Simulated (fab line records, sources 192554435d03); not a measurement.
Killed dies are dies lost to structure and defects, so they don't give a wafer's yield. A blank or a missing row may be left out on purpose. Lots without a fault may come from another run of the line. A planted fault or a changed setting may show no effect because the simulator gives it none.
fab line records | flow n5_finfet | part 1 of 2: steps 1 to 4 of 6
record lots=22 wafers=66 last_day=17
route steps=1938 shown BEOL_M0@748 BEOL_M1@766
lots that met no fault: from a run of the same line without faults
start_h: hours from the record's first day to the start of the lot's first wafer shown | wait_h: hours since the lot's step before | " the same as in the row above | L1.1+2: a row that stands for several wafers | - no value, or no start given | * or withheld: withheld | < > ~ a bound
route shown NAME@n: a module of which the file shows steps, and the number in the route of the first | usual: mean/standard deviation of fault-free wafers | same: alike in all rows | chamber/n: place in a boat | sites: the reading at each site | _std_site: their standard deviation | _edge_site: outer sites' mean less inner sites' | radius_mm: how far each site lies from the wafer's centre | mask NAME#n: copy n | behind: the tool/chamber that last shaped the wafer | hold: why the lot was held/for how many hours/how that ended | device: the transistor (n, p or np) that didn't switch | end of line: the same wafers' tests at the end of the route | a step without rows: its recipe alone | killed: dies lost to structure and defects at the first sort, not the wafer's yield | map: a wafer's dies, x killed, . not, _ none there
set.NAME: the setting as run; set.NAME@STEP: as run at that earlier step | model.NAME: the simulator's own value behind a step, which no gauge read
steps of the route over a sample of lots; a table a step, a row a wafer
services: from which hour (start_h, from the record's first day; less than 0 if before it) a tool's chamber was out of use, for how many hours, and why
## steps
# step N5_BEOL_M0_DEP_125
# recipe material=SiCN target_thk_a=80 temp_c=withheld precursor=3MS/NH3 pressure_torr=3 rf_w=202 time_s=14
# usual chamber_pressure_Torr=3.000/0.0072 showerhead_plenum_p_Torr=3.669/0.012 showerhead_vpp_V=903/26 throttle_valve_pct=9.0/0.57
# columns lot.wafer tool chamber start_h wait_h chamber_pressure_Torr showerhead_plenum_p_Torr showerhead_vpp_V throttle_valve_pct
L074.2 pecvd-02 0 125.38 0.0 2.993 3.671 938 9.9
L074.4 " 0 " " 3.005 3.667 937 9.8
L074.5 " 2 " " 3.005 3.667 912 9.2
L076.2 pecvd-02 2 128.92 0.0 3.006 3.687 908 9.0
L076.5 " 2 " " 2.999 3.669 919 8.9
L076.6 " 1 " " 2.999 3.664 923 8.4
L075.3 pecvd-02 1 129.48 0.0 2.998 3.677 918 8.3
L075.5 " 0 " " 2.986 3.655 931 9.9
L075.6 " 1 " " 2.997 3.673 923 8.5
L077.2 pecvd-03 0 135.28 0.0 3.007 3.681 899 9.2
L077.4 " 2 " " 3.004 3.642 891 8.4
L077.6 " 1 " " 3.001 3.685 866 9.2
L079.2 pecvd-01 2 151.71 0.0 2.997 3.661 928 8.4
L079.3 " 1 " " 3.002 3.671 850 8.3
L079.4 " 2 " " 3.005 3.665 924 8.2
L080.2 pecvd-03 0 162.91 0.0 3.012 3.677 876 9.3
L080.4 " 0 " " 2.998 3.675 891 9.3
L080.6 " 2 " " 2.999 3.643 877 8.6
L081.1 pecvd-02 1 164.36 0.0 3.002 3.680 888 8.4
L081.4 " 2 " " 2.996 3.673 924 9.1
L081.6 " 1 " " 3.001 3.665 906 8.2
L082.2 pecvd-03 0 171.56 0.0 2.987 3.666 891 9.1
L082.5 " 1 " " 2.991 3.673 863 9.1
L082.6 " 2 " " 3.007 3.648 887 8.6
L083.3 pecvd-02 1 173.08 0.0 3.007 3.680 909 8.7
L083.4 " 1 " " 3.001 3.690 903 8.2
L083.5 " 2 " " 2.997 3.674 922 9.4
L084.2 pecvd-02 1 182.63 0.0 2.998 3.670 900 8.6
L084.4 " 0 " " 3.008 3.666 938 9.9
L084.6 " 2 " " 3.003 3.673 901 9.2
L085.1 pecvd-01 0 191.75 0.0 2.989 3.681 878 9.7
L085.2 " 2 " " 2.993 3.666 928 8.3
L085.6 " 1 " " 2.996 3.661 860 8.4
L087.1 pecvd-02 1 199.35 0.0 3.010 3.673 909 8.6
L087.5 " 1 " " 3.004 3.680 912 8.5
L087.6 " 2 " " 3.000 3.670 907 9.3
L089.2 pecvd-02 0 211.37 0.0 2.995 3.666 943 10.0
L089.4 " 1 " " 2.993 3.672 894 8.4
L089.5 " 2 " " 2.997 3.676 916 8.9
L088.1 pecvd-02 2 212.66 0.0 3.002 3.678 904 9.4
L088.2 " 0 " " 3.004 3.663 932 10.0
L088.3 " 1 " " 3.001 3.672 895 8.5
L090.2 pecvd-02 2 213.33 0.0 2.996 3.671 914 9.3
L090.3 " 0 " " 3.008 3.666 933 9.7
L090.6 " 1 " " 2.988 3.667 898 8.2
L091.2 pecvd-03 0 224.59 0.0 2.992 3.678 898 9.3
L091.3 " 0 " " 3.001 3.663 891 9.2
L091.6 " 0 " " 2.997 3.668 887 9.0
L092.2 pecvd-02 0 229.13 0.0 2.996 3.656 938 9.8
L092.3 " 1 " " 3.001 3.676 899 8.5
L092.4 " 2 " " 2.999 3.670 913 9.4
L093.1 pecvd-03 1 236.04 0.0 3.012 3.670 856 9.3
L093.2 " 0 " " 3.001 3.679 900 9.1
L093.5 " 2 " " 3.004 3.630 897 8.2
L094.1 pecvd-02 0 245.01 0.0 3.005 3.663 942 9.7
L094.5 " 2 " " 3.001 3.670 923 9.5
L094.6 " 1 " " 2.989 3.685 900 8.5
L095.1 pecvd-03 2 246.00 0.0 3.004 3.641 889 8.2
L095.3 " 1 " " 3.001 3.676 867 9.5
L095.4 " 0 " " 2.997 3.675 882 9.3
L096.1 pecvd-03 1 247.60 0.0 2.995 3.675 870 9.2
L096.3 " 2 " " 2.993 3.638 892 8.2
L096.4 " 2 " " 2.987 3.620 889 8.3
L097.2 pecvd-02 0 261.27 0.0 3.007 3.662 953 9.8
L097.4 " 2 " " 2.998 3.667 913 9.3
L097.5 " 1 " " 2.997 3.679 895 8.6
# step N5_BEOL_M1_INSPECT_13
# recipe mode=adi inspect_instrument=brightfield
# usual raw_defect_count=439/110
# columns lot.wafer tool chamber start_h wait_h raw_defect_count
L074.2 defect_inspect-01 - 126.45 0.0 393
L074.4 " - " " 457
L074.5 " - " " 620
L076.2 defect_inspect-01 - 130.13 0.1 399
L076.5 " - " " 334
L076.6 " - " " 329
L075.3 defect_inspect-01 - 131.01 0.0 466
L075.5 " - " " 420
L075.6 " - " " 480
L077.2 defect_inspect-01 - 139.41 0.0 425
L077.4 " - " " 403
L077.6 " - " " 332
L079.2 defect_inspect-02 - 157.69 0.0 643
L079.3 " - " " 441
L079.4 " - " " 467
L080.2 defect_inspect-02 - 164.39 0.0 295
L080.4 " - " " 321
L080.6 " - " " 387
L081.1 defect_inspect-01 - 167.01 0.1 531
L081.4 " - " " 401
L081.6 " - " " 448
L082.2 defect_inspect-01 - 174.51 0.0 541
L082.5 " - " " 502
L082.6 " - " " 418
L083.3 defect_inspect-02 - 174.80 0.0 851
L083.4 " - " " 490
L083.5 " - " " 380
L084.2 defect_inspect-01 - 184.57 0.0 404
L084.4 " - " " 365
L084.6 " - " " 460
L085.1 defect_inspect-02 - 192.80 0.1 578
L085.2 " - " " 528
L085.6 " - " " 376
L087.1 defect_inspect-01 - 201.00 0.1 375
L087.5 " - " " 413
L087.6 " - " " 472
L089.2 defect_inspect-01 - 212.65 0.0 519
L089.4 " - " " 543
L089.5 " - " " 493
L088.1 defect_inspect-02 - 215.34 0.1 587
L088.2 " - " " 506
L088.3 " - " " 571
L090.2 defect_inspect-02 - 215.78 0.0 440
L090.3 " - " " 515
L090.6 " - " " 417
L091.2 defect_inspect-01 - 225.92 0.0 350
L091.3 " - " " 371
L091.6 " - " " 613
L092.2 defect_inspect-02 - 233.25 0.0 459
L092.3 " - " " 676
L092.4 " - " " 439
L093.1 defect_inspect-02 - 237.02 0.1 596
L093.2 " - " " 422
L093.5 " - " " 480
L094.1 defect_inspect-02 - 246.17 0.1 361
L094.5 " - " " 419
L094.6 " - " " 411
L095.1 defect_inspect-02 - 250.79 0.1 298
L095.3 " - " " 415
L095.4 " - " " 318
L096.1 defect_inspect-02 - 251.28 0.1 395
L096.3 " - " " 355
L096.4 " - " " 321
L097.2 defect_inspect-02 - 262.89 0.0 330
L097.4 " - " " 259
L097.5 " - " " 235
# step N5_BEOL_M1_DESCUM_16
# recipe chemistry=O2 time_s=7 source_power_w=50 bias_power_w=20 pressure_mtorr=20 rf_frequency_hz=2.712e+07 temp_c=40 resist=CAR-EUV o2_flow_sccm=225
# usual drypump_motor_current_A=5.3/0.44 oes_product_au=0.80/0.099 rf_vpp_V=243.2/1.4 showerhead_plenum_p_Torr=2.11/0.072 temp_c=39.98/0.1 throttle_valve_pct=20.5/0.31
# columns lot.wafer tool chamber start_h wait_h drypump_motor_current_A oes_product_au rf_hours_counter_h rf_vpp_V showerhead_plenum_p_Torr temp_c throttle_valve_pct
L074.2 rie_diel-04 0 126.48 0.0 5.6 0.98 8 244.5 2.13 39.95 20.0
L074.4 " 1 " " 5.4 0.76 142 243.3 2.11 40.11 20.5
L074.5 " 3 " " 5.9 0.74 - 245.0 2.19 40.06 21.1
L076.2 rie_diel-06 1 130.17 0.0 5.8 0.96 5 242.4 2.08 40.02 20.4
L076.5 " 2 " " 4.7 0.69 - 240.6 1.95 40.01 20.5
L076.6 " 3 " " 4.8 0.71 - 244.2 2.17 39.86 20.5
L075.3 rie_diel-06 1 131.04 0.0 5.8 0.96 5 243.0 2.08 40.17 20.4
L075.5 " 0 " " 4.8 0.75 - 241.4 1.99 39.90 20.6
L075.6 " 1 " " 5.8 0.96 - 242.4 2.08 40.19 20.4
L077.2 rie_diel-06 2 139.67 0.3 4.7 0.69 244 241.7 1.95 40.00 20.5
L077.4 " 1 " " 5.8 0.94 8 242.2 2.08 40.14 20.4
L077.6 " 1 " " 5.8 0.94 - 244.0 2.08 40.11 20.4
L079.2 rie_diel-04 1 157.73 0.0 5.3 0.75 150 243.0 2.11 40.11 20.5
L079.3 " 3 " " 5.9 0.73 201 242.7 2.19 40.02 21.1
L079.4 " 0 " " 5.6 0.94 16 243.7 2.13 39.93 20.0
L080.2 rie_diel-04 0 164.42 0.0 5.6 0.94 19 242.4 2.13 39.89 20.0
L080.4 " 1 " " 5.3 0.76 153 243.4 2.11 39.89 20.5
L080.6 " 0 " " 5.6 0.93 - 243.5 2.13 40.04 20.1
L081.1 rie_diel-04 0 167.05 0.0 5.5 0.95 20 244.8 2.13 39.99 20.0
L081.4 " 1 " " 5.3 0.75 153 241.9 2.11 39.63 20.5
L081.6 " 2 " " 5.2 0.88 - 244.3 2.15 40.09 20.2
L082.2 rie_diel-04 0 174.54 0.0 5.6 0.94 22 243.7 2.13 40.04 20.0
L082.5 " 1 " " 5.4 0.76 - 243.6 2.11 39.93 20.5
L082.6 " 0 " " 5.6 0.94 - 243.8 2.13 40.01 20.1
L083.3 rie_diel-04 2 174.84 0.0 5.2 0.88 36 244.7 2.15 39.82 20.2
L083.4 " 0 " " 5.6 0.94 22 244.3 2.13 39.89 20.0
L083.5 " 1 " " 5.3 0.75 - 243.5 2.11 39.88 20.5
L084.2 rie_diel-02 0 184.64 0.1 5.7 0.97 12 245.8 2.23 39.99 20.2
L084.4 " 3 " " 5.9 0.70 249 244.2 2.15 39.81 20.8
L084.6 " 3 " " 5.9 0.71 - 244.8 2.15 39.83 20.8
L085.1 rie_diel-02 0 193.06 0.3 5.8 0.94 15 244.7 2.23 40.13 20.2
L085.2 " 2 " " 5.5 0.70 215 242.8 2.17 39.89 20.7
L085.6 " 1 " " 6.0 0.67 - 241.0 1.99 40.00 20.4
L087.1 rie_diel-06 1 201.10 0.1 5.8 0.89 27 242.0 2.07 40.16 20.5
L087.5 " 3 " " 4.8 0.69 - 242.8 2.16 39.88 20.5
L087.6 " 0 " " 4.8 0.74 - 240.1 1.99 40.02 20.6
L089.2 rie_diel-06 0 212.68 0.0 4.8 0.73 208 242.4 1.99 40.04 20.7
L089.4 " 3 " " 4.8 0.69 225 244.9 2.16 39.91 20.5
L089.5 " 3 " " 4.8 0.69 - 243.3 2.16 39.91 20.5
L088.1 rie_diel-04 0 215.37 0.0 5.5 0.91 34 244.1 2.12 39.89 20.1
L088.2 " 3 " " 5.9 0.72 218 242.2 2.18 40.07 21.1
L088.3 " 2 " " 5.2 0.85 48 242.7 2.14 40.00 20.2
L090.2 rie_diel-04 3 215.82 0.0 5.9 0.72 218 243.6 2.18 39.98 21.2
L090.3 " 0 " " 5.5 0.92 34 244.2 2.12 40.12 20.1
L090.6 " 0 " " 5.6 0.92 - 243.3 2.12 40.06 20.1
L091.2 rie_diel-04 1 225.96 0.0 5.4 0.74 170 243.8 2.10 39.89 20.5
L091.3 " 0 " " 5.6 0.90 36 243.8 2.12 39.91 20.1
L091.6 " 1 " " 5.3 0.74 - 243.1 2.10 40.08 20.5
L092.2 rie_diel-04 3 233.28 0.0 5.9 0.72 223 244.0 2.18 40.10 21.1
L092.3 " 0 " " 5.6 0.90 39 243.6 2.12 40.04 20.1
L092.4 " 2 " " 5.2 0.85 53 243.3 2.14 39.94 20.2
L093.1 rie_diel-06 2 237.06 0.0 4.7 0.92 12 244.7 2.20 40.09 20.2
L093.2 " 1 " " 5.8 0.87 36 241.7 2.07 40.05 20.5
L093.5 " 3 " " 4.8 0.69 - 244.6 2.16 40.17 20.6
L094.1 rie_diel-06 0 246.36 0.2 4.8 0.72 219 241.0 1.98 39.95 20.7
L094.5 " 0 " " 4.8 0.73 - 242.1 1.98 40.05 20.7
L094.6 " 3 " " 4.8 0.68 - 244.5 2.16 39.87 20.6
L095.1 rie_diel-04 0 250.83 0.0 5.6 0.90 43 245.0 2.12 40.05 20.1
L095.3 " 3 " " 5.9 0.71 228 244.3 2.18 39.98 21.1
L095.4 " 1 " " 5.4 0.74 178 242.2 2.10 40.15 20.5
L096.1 rie_diel-06 2 251.49 0.2 4.7 0.91 16 246.2 2.20 40.07 20.3
L096.3 " 1 " " 5.8 0.87 41 242.0 2.07 39.90 20.5
L096.4 " 0 " " 4.8 0.73 219 241.8 1.98 40.03 20.7
L097.2 rie_diel-04 0 263.04 0.1 5.6 0.90 47 242.0 2.12 40.04 20.1
L097.4 " 2 " " 5.2 0.83 62 243.3 2.14 39.93 20.2
L097.5 " 3 " " 5.9 0.71 - 243.3 2.18 39.94 21.2
# step N5_BEOL_M1_HM_OPEN_17
# recipe chemistry=Cl2/BCl3 target_depth_a=200 overetch_a=60 target=TiN mask_material=SOC ion_energy_ev=150 pressure_mtorr=10 icp_w=1000 bias_w=126 Cl2_flow_sccm=53.25 bcl3_flow_sccm=21.75 Ar_flow_sccm=25
# usual drypump_motor_current_A=6.1/0.47 oes_ar_750_au=0.75/0.086 oes_product_au=0.65/0.086 throttle_valve_pct=22.05/0.15
# columns lot.wafer tool chamber start_h wait_h drypump_motor_current_A oes_ar_750_au oes_product_au rf_hours_counter_h throttle_valve_pct
L074.2 rie_metal-03 1 126.73 0.0 6.5 0.82 0.75 16 21.80
L074.4 " 0 " " 5.4 0.77 0.64 - 22.15
L074.5 " 0 " " 5.4 0.77 0.64 - 22.13
L076.2 rie_metal-01 1 130.43 0.0 6.6 0.59 0.52 130 22.14
L076.5 " 1 " " 6.6 0.58 0.51 - 22.15
L076.6 " 0 " " 6.2 0.63 0.55 - 22.20
L075.3 rie_metal-03 0 131.32 0.1 5.4 0.77 0.63 - 22.14
L075.5 " 1 " " 6.5 0.84 0.73 - 21.83
L075.6 " 0 " " 5.4 0.77 0.63 - 22.14
L077.2 rie_metal-03 1 139.92 0.0 6.5 0.82 0.74 18 21.82
L077.4 " 0 " " 5.4 0.76 0.63 - 22.17
L077.6 " 0 " " 5.4 0.77 0.63 - 22.16
L079.2 rie_metal-03 1 157.98 0.0 6.5 0.82 0.73 20 21.83
L079.3 " 0 " " 5.4 0.77 0.62 - 22.17
L079.4 " 1 " " 6.5 0.82 0.73 - 21.82
L080.2 rie_metal-03 0 164.67 0.0 5.4 0.75 0.62 60 22.16
L080.4 " 1 " " 6.5 0.81 0.72 - 21.84
L080.6 " 1 " " 6.5 0.81 0.73 - 21.84
L081.1 rie_metal-01 1 167.30 0.0 6.6 0.58 0.51 133 22.15
L081.4 " 0 " " 6.3 0.63 0.54 - 22.19
L081.6 " 0 " " 6.2 0.63 0.54 - 22.18
L082.2 rie_metal-03 1 174.79 0.0 6.5 0.81 0.73 22 21.81
L082.5 " 1 " " 6.5 0.82 0.72 - 21.82
L082.6 " 0 " " 5.4 0.76 0.62 - 22.14
L083.3 rie_metal-03 1 175.11 0.1 6.5 0.81 0.73 - 21.82
L083.4 " 0 " " 5.4 0.76 0.63 - 22.14
L083.5 " 1 " " 6.4 0.81 0.73 - 21.83
L084.2 rie_metal-02 1 184.88 0.0 6.5 0.80 0.70 30 22.06
L084.4 " 0 " " 5.9 0.70 0.57 - 22.14
L084.6 " 1 " " 6.5 0.81 0.70 - 22.06
L085.1 rie_metal-03 0 193.30 0.0 5.4 0.75 0.62 63 22.17
L085.2 " 1 " " 6.5 0.81 0.72 24 21.84
L085.6 " 1 " " 6.5 0.80 0.71 - 21.84
L087.1 rie_metal-01 0 201.34 0.0 6.3 0.62 0.53 118 22.21
L087.5 " 0 " " 6.3 0.61 0.54 - 22.19
L087.6 " 0 " " 6.3 0.62 0.53 - 22.20
L089.2 rie_metal-02 1 212.93 0.0 6.5 0.80 0.69 33 22.06
L089.4 " 1 " " 6.5 0.79 0.69 - 22.05
L089.5 " 0 " " 5.9 0.70 0.56 - 22.16
L088.1 rie_metal-02 1 215.62 0.0 6.5 0.80 0.70 33 22.05
L088.2 " 0 " " 5.8 0.70 0.57 90 22.15
L088.3 " 1 " " 6.5 0.80 0.69 - 22.06
L090.2 rie_metal-02 1 216.06 0.0 6.5 0.80 0.69 33 22.06
L090.3 " 0 " " 5.9 0.69 0.57 - 22.15
L090.6 " 1 " " 6.5 0.80 0.70 - 22.04
L091.2 rie_metal-01 1 226.20 0.0 6.6 0.95 0.83 2 21.88
L091.3 " 0 " " 6.2 0.62 0.53 - 22.21
L091.6 " 0 " " 6.2 0.62 0.53 - 22.19
L092.2 rie_metal-03 1 233.53 0.0 6.4 0.80 0.70 27 21.86
L092.3 " 0 " " 5.4 0.75 0.61 - 22.17
L092.4 " 1 " " 6.5 0.80 0.70 - 21.86
L093.1 rie_metal-01 1 237.31 0.0 6.6 0.93 0.82 3 21.88
L093.2 " 0 " " 6.3 0.62 0.54 121 22.19
L093.5 " 1 " " 6.6 0.94 0.83 - 21.86
L094.1 rie_metal-03 0 246.61 0.0 5.4 0.75 0.61 67 22.18
L094.5 " 1 " " 6.5 0.79 0.71 - 21.84
L094.6 " 0 " " 5.4 0.75 0.61 - 22.18
L095.1 rie_metal-02 1 251.07 0.0 6.5 0.78 0.68 37 22.06
L095.3 " 0 " " 5.9 0.68 0.56 - 22.15
L095.4 " 1 " " 6.5 0.78 0.69 - 22.05
L096.1 rie_metal-01 0 251.74 0.0 6.3 0.61 0.54 123 22.20
L096.3 " 1 " " 6.6 0.92 0.83 - 21.88
L096.4 " 0 " " 6.3 0.62 0.53 - 22.21
L097.2 rie_metal-03 0 263.28 0.0 5.4 0.74 0.61 68 22.18
L097.4 " 0 " " 5.4 0.74 0.61 - 22.16
L097.5 " 1 " " 6.5 0.78 0.70 - 21.85
